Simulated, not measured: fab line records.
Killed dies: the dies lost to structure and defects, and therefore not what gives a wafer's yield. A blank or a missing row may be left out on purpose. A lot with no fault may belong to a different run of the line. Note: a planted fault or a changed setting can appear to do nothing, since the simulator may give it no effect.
fab line records | flow nand_harc
[record] lots = 13 | wafers = 39 | last_day = 24
route steps=1159 shown P_STI@91 P_GATE@172 END@1159
lots that met no fault: from a run of the same line without faults
start_h: hours from the record's opening day to when the first of the lot's shown wafers began | wait_h: time in hours since the lot's previous step | " repeats the value in the row above | L1.1+2: several wafers, shown together as one row | - no value, or no start was given | * or withheld: withheld | < > ~ a bound
route shown NAME@n: a module of which the file shows steps, and the number in the route of the first | usual: mean and standard deviation over wafers with no fault | same: alike in all rows | chamber/n: place in a boat | sites: each site's reading | _std_site: standard deviation of those values | _edge_site: the outer-site mean with the inner-site mean subtracted | radius_mm: for every site, how far away it sits from the centre of the wafer | mask NAME#n: copy n | behind: the tool/chamber that last shaped the wafer | hold: why the lot was held/for how many hours/how that ended | device: which transistor (n, p or np) failed to switch | end of line: the route-end tests of the same wafers | a step with no rows: only its recipe | killed: dies that structure and defects cost at the first sort, which is not the same as the wafer's yield | map: a wafer's dies, x killed, . not, _ none there
set.NAME: the setting that was run; set.NAME@STEP: the one run at that earlier step | model.NAME: the simulator's own value behind a step, which no gauge read
one table for each step of the route and one row for each wafer, over a sample of lots
services: a tool's chamber out of use, with start hour (start_h, from the record's first day; less than 0 if before it), hours out, and reason
[[steps]]
[step NHARC_P_STI_CD_MEAS_16]
[usual] cd_nm = 198.0/3
lot.wafer | tool      | chamber | start_h | wait_h | cd_nm
L391.3    | cd_sem-01 | -       | 38.92   | -      | 203.1
L391.4    | "         | -       | "       | "      | 196.8
L391.6    | "         | -       | "       | "      | 194.7
L392.3    | cd_sem-03 | -       | 39.09   | -      | 198.1
L392.5    | "         | -       | "       | "      | 195.5
L392.6    | "         | -       | "       | "      | 191.8
L394.2    | cd_sem-03 | -       | 50.84   | -      | 197.6
L394.3    | "         | -       | "       | "      | 199.2
L394.4    | "         | -       | "       | "      | 202.6
L395.2    | cd_sem-03 | -       | 60.56   | -      | 195.5
L395.4    | "         | -       | "       | "      | 198.5
L395.5    | "         | -       | "       | "      | 196.5
L396.1    | cd_sem-03 | -       | 67.07   | -      | 197.5
L396.5    | "         | -       | "       | "      | 199.5
L396.6    | "         | -       | "       | "      | 202.0
L403.1    | cd_sem-01 | -       | 108.26  | -      | 196.7
L403.3    | "         | -       | "       | "      | 195.8
L403.5    | "         | -       | "       | "      | 199.1
L406.2    | cd_sem-02 | -       | 125.69  | -      | 198.7
L406.3    | "         | -       | "       | "      | 201.0
L406.6    | "         | -       | "       | "      | 199.3
L407.1    | cd_sem-02 | -       | 131.98  | -      | 202.2
L407.2    | "         | -       | "       | "      | 200.3
L407.6    | "         | -       | "       | "      | 203.3
L409.4    | cd_sem-01 | -       | 144.42  | -      | 197.3
L409.5    | "         | -       | "       | "      | 198.3
L409.6    | "         | -       | "       | "      | 194.1
L411.1    | cd_sem-02 | -       | 152.55  | -      | 196.7
L411.2    | "         | -       | "       | "      | 197.4
L411.3    | "         | -       | "       | "      | 201.2
L410.3    | cd_sem-01 | -       | 152.70  | -      | 196.6
L410.4    | "         | -       | "       | "      | 195.3
L410.5    | "         | -       | "       | "      | 195.6
L412.2    | cd_sem-03 | -       | 164.15  | -      | 199.6
L412.4    | "         | -       | "       | "      | 197.4
L412.6    | "         | -       | "       | "      | 201.2
L413.2    | cd_sem-02 | -       | 169.07  | -      | 201.0
L413.3    | "         | -       | "       | "      | 197.3
L413.4    | "         | -       | "       | "      | 199.2
[step NHARC_P_STI_OCD_MEAS_17]
[usual] trench_depth_nm = 301/5.8 | trench_foot_cd_nm = 156.2/2.7
lot.wafer | tool   | chamber | start_h | wait_h | trench_depth_nm | trench_foot_cd_nm
L391.3    | ocd-02 | -       | 39.01   | 0.1    | 309             | 157.8
L391.4    | "      | -       | "       | "      | 302             | 157.0
L391.6    | "      | -       | "       | "      | 294             | 155.9
L392.3    | ocd-01 | -       | 39.19   | 0.1    | 298             | 157.3
L392.5    | "      | -       | "       | "      | 311             | 151.5
L392.6    | "      | -       | "       | "      | 305             | 150.9
L394.2    | ocd-02 | -       | 50.93   | 0.1    | 306             | 157.8
L394.3    | "      | -       | "       | "      | 310             | 153.9
L394.4    | "      | -       | "       | "      | 297             | 160.0
L395.2    | ocd-01 | -       | 60.66   | 0.1    | 298             | 154.8
L395.4    | "      | -       | "       | "      | 301             | 156.0
L395.5    | "      | -       | "       | "      | 303             | 155.1
L396.1    | ocd-01 | -       | 67.16   | 0.1    | 301             | 155.9
L396.5    | "      | -       | "       | "      | 297             | 158.3
L396.6    | "      | -       | "       | "      | 299             | 156.8
L403.1    | ocd-01 | -       | 108.35  | 0.1    | 307             | 154.6
L403.3    | "      | -       | "       | "      | 304             | 155.1
L403.5    | "      | -       | "       | "      | 296             | 154.6
L406.2    | ocd-02 | -       | 125.78  | 0.1    | 308             | 155.0
L406.3    | "      | -       | "       | "      | 296             | 161.4
L406.6    | "      | -       | "       | "      | 309             | 155.3
L407.1    | ocd-02 | -       | 132.07  | 0.1    | 295             | 160.3
L407.2    | "      | -       | "       | "      | 305             | 156.1
L407.6    | "      | -       | "       | "      | 284             | 162.5
L409.4    | ocd-02 | -       | 144.50  | 0.1    | 298             | 155.4
L409.5    | "      | -       | "       | "      | 296             | 155.1
L409.6    | "      | -       | "       | "      | 294             | 153.1
L411.1    | ocd-01 | -       | 152.64  | 0.1    | 294             | 155.9
L411.2    | "      | -       | "       | "      | 312             | 154.0
L411.3    | "      | -       | "       | "      | 301             | 159.8
L410.3    | ocd-02 | -       | 152.79  | 0.1    | 303             | 156.2
L410.4    | "      | -       | "       | "      | 309             | 153.5
L410.5    | "      | -       | "       | "      | 297             | 155.7
L412.2    | ocd-01 | -       | 164.24  | 0.1    | 296             | 160.3
L412.4    | "      | -       | "       | "      | 302             | 155.8
L412.6    | "      | -       | "       | "      | 293             | 160.1
L413.2    | ocd-01 | -       | 169.15  | 0.1    | 295             | 159.2
L413.3    | "      | -       | "       | "      | 300             | 156.2
L413.4    | "      | -       | "       | "      | 306             | 155.9
[step NHARC_P_GATE_DESCUM_48]
[recipe] time_s = 3 | o2_flow_sccm = 200 | ar_flow_sccm = 0 | bias_power_w = 0 | chemistry = O2
[usual] drypump_motor_current_A = 5.6/0.44 | oes_product_au = 1.004/0.013 | rf_vpp_V = 57.7/0.82 | showerhead_plenum_p_Torr = 1.89/0.1 | throttle_valve_pct = 11.312/0.01
lot.wafer | tool        | chamber | start_h | wait_h | drypump_motor_current_A | oes_product_au | rf_hours_counter_h | rf_vpp_V | showerhead_plenum_p_Torr | throttle_valve_pct
L392.3    | rie_diel-01 | 0       | 104.76  | -      | 5.8                     | 0.991          | 42                 | 57.6     | 1.78                     | 11.314
L392.6    | "           | 1       | "       | "      | 5.2                     | 0.987          | -                  | 57.4     | 1.77                     | 11.303
L392.5    | "           | 2       | "       | "      | 6.4                     | 1.007          | -                  | 58.4     | 2.05                     | 11.308
L391.3    | rie_diel-01 | 1       | 104.94  | -      | 5.2                     | 0.983          | 41                 | 57.3     | 1.77                     | 11.324
L391.4    | "           | 0       | "       | "      | 5.9                     | 0.996          | 42                 | 57.5     | 1.78                     | 11.325
L391.6    | "           | 2       | "       | "      | 6.4                     | 0.991          | -                  | 57.1     | 2.05                     | 11.314
L394.3    | rie_diel-13 | 3       | 117.38  | -      | 4.8                     | 1.011          | 2                  | 56.3     | 1.78                     | 11.308
L394.2    | "           | 0       | "       | "      | 6.1                     | 1.019          | 2                  | 58.2     | 1.84                     | 11.298
L394.4    | "           | 2       | "       | "      | 5.8                     | 0.995          | -                  | 58.6     | 1.78                     | 11.310
L396.1    | rie_diel-13 | 0       | 125.98  | -      | 6.1                     | 1.015          | 3                  | 56.9     | 1.84                     | 11.301
L396.6    | "           | 0       | "       | "      | 6.1                     | 1.009          | -                  | 59.3     | 1.84                     | 11.315
L396.5    | "           | 1       | "       | "      | 6.0                     | 1.000          | -                  | 58.2     | 2.02                     | 11.321
L395.2    | rie_diel-13 | 2       | 126.21  | -      | 5.8                     | 0.986          | 3                  | 57.5     | 1.78                     | 11.298
L395.4    | "           | 3       | "       | "      | 4.8                     | 0.997          | 3                  | 57.0     | 1.78                     | 11.330
L395.5    | "           | 2       | "       | "      | 5.8                     | 0.998          | -                  | 57.4     | 1.78                     | 11.320
L406.2    | rie_diel-13 | 1       | 182.71  | -      | 5.9                     | 0.999          | 13                 | 56.5     | 2.01                     | 11.319
L406.3    | "           | 2       | "       | "      | 5.8                     | 0.991          | 16                 | 57.5     | 1.78                     | 11.324
L406.6    | "           | 1       | "       | "      | 5.9                     | 1.003          | -                  | 57.6     | 2.01                     | 11.300
L403.3    | rie_diel-01 | 2       | 183.15  | -      | 6.3                     | 0.989          | 10                 | 58.2     | 2.04                     | 11.302
L403.1    | "           | 0       | "       | "      | 5.8                     | 0.995          | 9                  | 57.2     | 1.77                     | 11.312
L403.5    | "           | 3       | "       | "      | 5.1                     | 0.990          | -                  | 58.8     | 2.01                     | 11.305
L407.2    | rie_diel-01 | 2       | 196.21  | -      | 6.3                     | 0.980          | 16                 | 57.2     | 2.04                     | 11.322
L407.1    | "           | 3       | "       | "      | 5.1                     | 0.985          | 16                 | 58.1     | 2.01                     | 11.309
L407.6    | "           | 2       | "       | "      | 6.3                     | 0.988          | -                  | 56.8     | 2.04                     | 11.306
L409.4    | rie_diel-03 | 2       | 212.34  | -      | 5.5                     | 1.025          | 61                 | 57.6     | 1.97                     | 11.305
L409.5    | "           | 2       | "       | "      | 5.5                     | 1.027          | -                  | 57.1     | 1.97                     | 11.302
L409.6    | "           | 3       | "       | "      | 5.6                     | 1.007          | -                  | 57.8     | 1.90                     | 11.300
L411.3    | rie_diel-13 | 2       | 213.18  | -      | 5.8                     | 0.994          | 23                 | 56.9     | 1.78                     | 11.310
L411.1    | "           | 0       | "       | "      | 6.1                     | 1.028          | 21                 | 58.4     | 1.84                     | 11.320
L411.2    | "           | 1       | "       | "      | 5.9                     | 1.001          | 19                 | 57.8     | 2.01                     | 11.328
L410.3    | rie_diel-13 | 1       | 214.01  | -      | 5.9                     | 1.001          | 19                 | 58.6     | 2.01                     | 11.321
L410.4    | "           | 2       | "       | "      | 5.8                     | 0.983          | 23                 | 57.5     | 1.78                     | 11.299
L410.5    | "           | 0       | "       | "      | 6.1                     | 1.023          | -                  | 56.2     | 1.84                     | 11.312
L412.4    | rie_diel-13 | 1       | 228.46  | -      | 5.9                     | 0.991          | 21                 | 57.8     | 2.01                     | 11.314
L412.2    | "           | 2       | "       | "      | 5.8                     | 0.997          | 25                 | 58.6     | 1.78                     | 11.311
L412.6    | "           | 1       | "       | "      | 5.9                     | 0.988          | -                  | 57.9     | 2.01                     | 11.312
L413.3    | rie_diel-13 | 0       | 228.86  | -      | 6.1                     | 1.019          | 23                 | 56.7     | 1.84                     | 11.328
L413.2    | "           | 1       | "       | "      | 5.9                     | 1.000          | 21                 | 58.7     | 2.01                     | 11.306
L413.4    | "           | 2       | "       | "      | 5.8                     | 0.993          | 25                 | 57.2     | 1.78                     | 11.316
[step NHARC_P_GATE_EXPOSE_56]
[recipe] na = 0.6 | target_cd_nm = 720 | dose_mj = 14.81 | mask_id = P_PSD
lot.wafer  | tool           | chamber | start_h | wait_h | mask
L392.3+5+6 | krf_scanner-02 | 0       | 106.17  | -      | P_PSD#0
L391.3+4+6 | krf_scanner-02 | 0       | 106.42  | -      | P_PSD#0
L394.2+3+4 | krf_scanner-04 | 0       | 118.83  | -      | P_PSD#0
L396.1+5+6 | krf_scanner-02 | 0       | 127.42  | -      | P_PSD#0
L395.2+4+5 | krf_scanner-02 | 0       | 127.60  | -      | P_HVN#0
L406.2+3+6 | krf_scanner-04 | 0       | 184.03  | -      | P_PSD#0
L403.1+3+5 | krf_scanner-02 | 0       | 184.82  | -      | P_PSD#0
L407.1+2+6 | krf_scanner-02 | 0       | 198.01  | -      | P_PSD#0
L409.4+5+6 | krf_scanner-01 | 0       | 213.79  | -      | P_PSD#0
L411.1+2+3 | krf_scanner-02 | 0       | 214.65  | -      | P_PSD#0
L410.3+4+5 | krf_scanner-04 | 0       | 215.44  | -      | P_PSD#0
L412.2+4+6 | krf_scanner-01 | 0       | 229.90  | -      | P_PSD#0
L413.2+3+4 | krf_scanner-02 | 0       | 230.31  | -      | P_PSD#0
[step NHARC_P_GATE_CD_MEAS_59]
[recipe] target_cd_nm = 720 | landing_energy_ev = 500
[usual] cd_nm = 718.6/1.6
lot.wafer | tool      | chamber | start_h | wait_h | cd_nm
L392.3    | cd_sem-03 | 0       | 106.33  | -      | 716.6
L392.5    | "         | 0       | "       | "      | 716.7
L392.6    | "         | 0       | "       | "      | 715.8
L391.3    | cd_sem-03 | 0       | 106.57  | -      | 717.1
L391.4    | "         | 0       | "       | "      | 717.8
L391.6    | "         | 0       | "       | "      | 717.0
L394.2    | cd_sem-02 | 0       | 118.99  | -      | 718.1
L394.3    | "         | 0       | "       | "      | 718.8
L394.4    | "         | 0       | "       | "      | 719.0
L396.1    | cd_sem-02 | 0       | 127.58  | -      | 719.6
L396.5    | "         | 0       | "       | "      | 719.6
L396.6    | "         | 0       | "       | "      | 718.3
L395.2    | cd_sem-01 | 0       | 127.76  | -      | -
L395.4    | "         | 0       | "       | "      | -
L395.5    | "         | 0       | "       | "      | -
L406.2    | cd_sem-03 | 0       | 184.19  | -      | 718.5
L406.3    | "         | 0       | "       | "      | 719.4
L406.6    | "         | 0       | "       | "      | 718.4
L403.1    | cd_sem-01 | 0       | 184.98  | -      | 719.6
L403.3    | "         | 0       | "       | "      | 719.5
L403.5    | "         | 0       | "       | "      | 719.6
L407.1    | cd_sem-01 | 0       | 198.16  | -      | 716.7
L407.2    | "         | 0       | "       | "      | 718.8
L407.6    | "         | 0       | "       | "      | 718.6
L409.4    | cd_sem-02 | 0       | 213.94  | -      | 720.2
L409.5    | "         | 0       | "       | "      | 716.6
L409.6    | "         | 0       | "       | "      | 718.5
L411.1    | cd_sem-02 | 0       | 214.80  | -      | 717.8
L411.2    | "         | 0       | "       | "      | 718.4
L411.3    | "         | 0       | "       | "      | 717.6
L410.3    | cd_sem-03 | 0       | 215.59  | -      | 718.9
L410.4    | "         | 0       | "       | "      | 717.6
L410.5    | "         | 0       | "       | "      | 716.2
L412.2    | cd_sem-03 | 0       | 230.06  | -      | 718.6
L412.4    | "         | 0       | "       | "      | 720.7
L412.6    | "         | 0       | "       | "      | 717.7
L413.2    | cd_sem-01 | 0       | 230.47  | -      | 716.6
L413.3    | "         | 0       | "       | "      | 717.8
L413.4    | "         | 0       | "       | "      | 716.6
[step NHARC_END_SORT_01]
[recipe] temp_c = 25
[usual] killed_at_array = 27/10 | killed_at_other = 0.6/0.96 | killed_at_periphery = 3.4/2.7 | killed_dies = 31/10 | killed_open = 2.9/1.8 | killed_short = 1.8/1.4
[same] gross_dies = 677
lot.wafer | tool      | chamber | start_h | wait_h | killed_at_array | killed_at_other | killed_at_periphery | killed_dies | killed_open | killed_short
L395.2    | prober-02 | 0       | 465.68  | 2.8    | 15              | 2               | 660                 | 677         | 1           | 0
L395.4    | prober-02 | 0       | 467.28  | 3.4    | 21              | 0               | 656                 | 677         | 4           | 1
L395.5    | prober-02 | 0       | 468.08  | 3.7    | 25              | 3               | 649                 | 677         | 3           | 2
// killed by level:class
L395.2 P_GATE:area_expose=659 A_CHANNEL_HOLE_D1:chamber_film_flake=9 A_STAIRCASE:chamber_film_flake=3 A_CONTACT:chamber_film_flake=2 THIN_TSV:chamber_film_flake=2 P_GATE:geometric_particle:open=1 A_SLIT:chamber_film_flake=1
L395.4 P_GATE:area_expose=654 A_CHANNEL_HOLE_D1:chamber_film_flake=11 A_STAIRCASE:chamber_film_flake=4 A_CONTACT:chamber_film_flake=3 A_CONTACT:geometric_particle:open=2 P_CONTACT:geometric_particle:open=1 P_M0:geometric_particle:short=1 A_BLC:geometric_particle:open=1
L395.5 P_GATE:area_expose=648 A_CHANNEL_HOLE_D1:chamber_film_flake=12 A_CONTACT:chamber_film_flake=5 THIN_TSV:chamber_film_flake=3 A_STAIRCASE:chamber_film_flake=2 A_CHANNEL_HOLE_D1:geometric_particle:open=1 A_CHANNEL_FILL_D1:geometric_particle:open=1 A_WL_FILL:geometric_particle:short=1
[[services]]
tool           | chamber | start_h | hours | kind
krf_scanner-01 | -       | 84.00   | 4.0   | pm
rie_diel-03    | 3       | 95.70   | 5.2   | repair
rie_diel-13    | -       | 99.01   | 9.0   | pm
rie_diel-13    | 0       | 99.01   | 9.0   | vent_cycle
rie_diel-13    | 1       | 99.01   | 9.0   | vent_cycle
rie_diel-13    | 2       | 99.01   | 9.0   | vent_cycle
rie_diel-13    | 3       | 99.01   | 9.0   | vent_cycle
rie_diel-13    | 0       | 108.01  | -     | clean
rie_diel-13    | 1       | 108.01  | -     | clean
rie_diel-13    | 2       | 108.01  | -     | clean
rie_diel-13    | 3       | 108.01  | -     | clean
krf_scanner-04 | -       | 112.77  | 4.9   | repair
rie_diel-03    | 3       | 114.22  | 4.6   | repair
rie_diel-13    | 1       | 114.66  | 9.2   | repair
rie_diel-01    | 0       | 125.14  | 5.7   | repair
krf_scanner-04 | -       | 126.00  | 4.0   | pm
rie_diel-13    | 0       | 132.51  | -     | clean
rie_diel-01    | -       | 146.45  | 9.0   | pm
krf_scanner-02 | -       | 170.53  | 0.7   | repair
rie_diel-13    | -       | 187.65  | 0.8   | repair
krf_scanner-01 | -       | 202.15  | 1.7   | repair
krf_scanner-02 | -       | 210.00  | 4.0   | pm
rie_diel-03    | -       | 215.35  | 9.0   | pm
rie_diel-01    | 3       | 215.88  | 9.7   | repair
[[key]]
[first_sign] step = NHARC_P_GATE_EXPOSE_56 | reading = mask | direction = changed
[effect] step = NHARC_P_GATE_CD_MEAS_59 | reading = cd_nm | direction = missing
[effect] step = NHARC_END_SORT_01 | reading = killed_at_periphery | direction = up | sigmas = 99+ | usual = 3.4 | struck = 655
[more_kills_born_at] NHARC_P_GATE_EXPOSE_56@krf_scanner-02 = 1961
met_at NHARC_P_GATE_EXPOSE_56
struck_lots L395
later_rows_left_out L395.2,L395.4,L395.5
tester_left_out L395
not_acting_at NHARC_P_STI_CD_MEAS_16,NHARC_P_STI_OCD_MEAS_17,NHARC_P_GATE_DESCUM_48
onset_between 127.42 127.60
[fault] kind = wrong_mask | tool = any | chamber = - | onset_h = 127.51 | steps = NHARC_P_GATE_EXPOSE_56 | aux_copy = P_HVN#0 | scope = struck_lots_only
// tester_left_out: of these lots the tester's yield and bins aren't shown, on N5 and GAA mostly nor the transistor test; their killed dies are dies lost to structure and defects alone, not to doping, threshold or leakage, so they don't give the yield
// later_rows_left_out: the simulator's readings of these wafers behind a module that went badly wrong aren't trusted and aren't shown, but for the sort
